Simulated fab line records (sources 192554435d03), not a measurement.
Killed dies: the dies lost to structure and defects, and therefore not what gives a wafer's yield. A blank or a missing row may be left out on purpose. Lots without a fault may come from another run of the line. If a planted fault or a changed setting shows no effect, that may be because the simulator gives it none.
Matching of chambers    flow n5 finfet    ald hk-02 running N5_HKMG_FIN_HK_ALD_01: 4 sister chambers
The step deposits HfO2, target thk 1.6 nm, pulse time 3 s, purge time 3 s. 7 wafers are shown with their chamber, then 11 later ones without.

## WAFERS, EACH WITH ITS CHAMBER
wafer   chamber  precursor pulse height rel
L077.2  1        1.017
L080.3  2        1.005
L081.6  3        0.966
L084.4  0        0.993
L084.5  2        1.001
L084.6  3        1.009
L085.1  0        1.014

## WAFERS WITHOUT THEIR CHAMBER
wafer   precursor pulse height rel
L085.2  0.980
L085.6  1.008
L089.2  0.962
L089.4  1.007
L089.5  1.003
L095.3  1.005
L095.4  0.987
L095.5  0.988
L097.2  0.965
L097.4  0.963
L097.6  0.977

## CHAMBER TAKEN BY EACH
wafer   from the rows above                in truth
L085.2  can't be placed: 3 or 2 or 0 or 1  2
L085.6  can't be placed: 0 or 2 or 1 or 3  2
L089.2  can't be placed: 3 or 2 or 0 or 1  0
L089.4  can't be placed: 0 or 2 or 1 or 3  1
L089.5  can't be placed: 2 or 0 or 1 or 3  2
L095.3  can't be placed: 0 or 2 or 1 or 3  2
L095.4  can't be placed: 3 or 2 or 0 or 1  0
L095.5  can't be placed: 3 or 2 or 0 or 1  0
L097.2  can't be placed: 3 or 2 or 0 or 1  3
L097.4  can't be placed: 3 or 2 or 0 or 1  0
L097.6  can't be placed: 3 or 2 or 0 or 1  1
Correctly placed: 0 of 11. From these rows, 11 cannot be placed; in 11 the true chamber is one of the candidates. Number placed wrongly: 0.
How it was worked out, from the rows above alone: a wafer's distance from a chamber is the root of the sum, over the readings, of the square of ((its reading less the chamber's mean) divided by the reading's scatter). If the next closest chamber is less than 2 further off than the closest, the wafer can't be placed; otherwise it belongs to the closest. The mean given for a chamber averages the wafers shown for that chamber. The scatter: the root of (the sum of the squares of (reading less its chamber's mean) over the shown wafers, divided by (wafers less chambers)).
